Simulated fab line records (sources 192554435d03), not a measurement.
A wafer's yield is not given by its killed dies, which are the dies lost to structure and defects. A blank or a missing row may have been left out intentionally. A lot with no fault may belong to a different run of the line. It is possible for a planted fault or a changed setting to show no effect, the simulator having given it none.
Check of tool commonality ; flow n5 finfet ; 9 lots and 27 wafers in the sample

REASON IT WAS OPENED
On 2 of the 9 lots, a flag is raised at N5_BEOL_M1_OCD_MEAS_38 on the reading trench depth nm. Wafers without a fault read 55.2 nm, standard deviation 1.1.
Rule: flag the lot when none of its wafers has a number, or when each of its wafers that has one lies beyond 4 standard deviations from that mean. As for the other lots, they are considered sound.

lot;measured;on;trench depth nm (nm), wafer by wafer;flag
L116;day 6 11:22;ocd-01;56.1 53.9 56.5;
L120;day 8 03:30;ocd-02;55.8 54.1 54.3;
L121;day 8 04:34;ocd-01;55.6 53.3 53.4;
L125;day 8 11:22;ocd-02;54.2 53.3 55.9;
L126;day 8 11:50;ocd-01;53.9 56.6 55.4;
L127;day 8 21:53;ocd-02;55.6 53.4 54.0;
L134;day 10 19:55;ocd-02;48.7 48.2 49.8;FLAGGED
L136;day 11 08:56;ocd-01;50.1 48.8 48.7;FLAGGED
L137;day 11 17:09;ocd-01;55.4 56.7 56.3;
Average over the flagged lots: 49.0 nm; offset from the usual -6.2 nm, equal to -6 standard deviations.

LOT BY LOT: THE TOOL USED
Before the reading, the record contains 2 process steps out of a 1938-step route. Every cell lists first the tool, next ch and the chambers used by the sampled wafers, and last the start.
lot;flag;N5_BEOL_M1_VIA_ETCH_34;N5_BEOL_M1_TRENCH_ETCH_37
L116;;rie diel-05 ch 0,1, day 6 11:06;rie diel-05 ch 0,1, day 6 11:12
L120;;rie diel-03 ch 0,1,2, day 8 03:15;rie diel-03 ch 0,1,2, day 8 03:21
L121;;rie diel-03 ch 0,1, day 8 04:19;rie diel-03 ch 0,1, day 8 04:25
L125;;rie diel-03 ch 0,1,2, day 8 11:07;rie diel-03 ch 0,1,2, day 8 11:13
L126;;rie diel-05 ch 0,2,3, day 8 11:35;rie diel-05 ch 0,2,3, day 8 11:41
L127;;rie diel-03 ch 0,3, day 8 21:38;rie diel-03 ch 0,3, day 8 21:44
L134;FLAGGED;rie diel-03 ch 0,1,2, day 10 19:40;rie diel-03 ch 0,1,2, day 10 19:46
L136;FLAGGED;rie diel-03 ch 1,2, day 11 08:40;rie diel-03 ch 1,2, day 11 08:46
L137;;rie diel-05 ch 1,2,3, day 11 16:53;rie diel-05 ch 1,2,3, day 11 16:59
What these steps do:
- N5_BEOL_M1_VIA_ETCH_34: etches the open film in C4F6/O2, target depth 67.8 nm, time 64.4 s.
- N5_BEOL_M1_TRENCH_ETCH_37: etches SiOC in C4F6/O2, target depth 55.207 nm, time 29 s.
- N5_BEOL_M1_OCD_MEAS_38

FLAGGED AGAINST TOTAL, ONE TOOL AT A TIME (gauges that did the reading follow at the end)
step;tool;lots run;flagged;share of the flagged lots;sound lots run after its first flagged lot
N5_BEOL_M1_VIA_ETCH_34;rie diel-03;6;2;all;0
N5_BEOL_M1_VIA_ETCH_34;rie diel-05;3;0;none;-
N5_BEOL_M1_TRENCH_ETCH_37;rie diel-03;6;2;all;0
N5_BEOL_M1_TRENCH_ETCH_37;rie diel-05;3;0;none;-
N5_BEOL_M1_OCD_MEAS_38;ocd-01;5;1;some;1 (L137)
N5_BEOL_M1_OCD_MEAS_38;ocd-02;4;1;some;0

WHAT IS ALLOWED BY THE TABLE
Rows of the table that ran all the flagged lots, 2 in number: rie diel-03 at N5_BEOL_M1_VIA_ETCH_34; rie diel-03 at N5_BEOL_M1_TRENCH_ETCH_37.
- rie diel-03 at N5_BEOL_M1_VIA_ETCH_34: 2 of its 6 lots flagged. It ran its last sound lot, L127, at day 8 21:38 and its first flagged lot, L134, at day 10 19:40: a fault with its onset between the two fits.
- rie diel-03 at N5_BEOL_M1_TRENCH_ETCH_37: 2 of its 6 lots flagged. It ran its last sound lot, L127, at day 8 21:44 and its first flagged lot, L134, at day 10 19:46: a fault with its onset between the two fits. Its own readings (rf fwd power W, rf vpp V) fall more than 4 standard deviations out on all wafers of the flagged lots.
Just one tool remains: rie diel-03 at N5_BEOL_M1_VIA_ETCH_34 and N5_BEOL_M1_TRENCH_ETCH_37.

WHAT THE SIMULATOR HAD INSERTED
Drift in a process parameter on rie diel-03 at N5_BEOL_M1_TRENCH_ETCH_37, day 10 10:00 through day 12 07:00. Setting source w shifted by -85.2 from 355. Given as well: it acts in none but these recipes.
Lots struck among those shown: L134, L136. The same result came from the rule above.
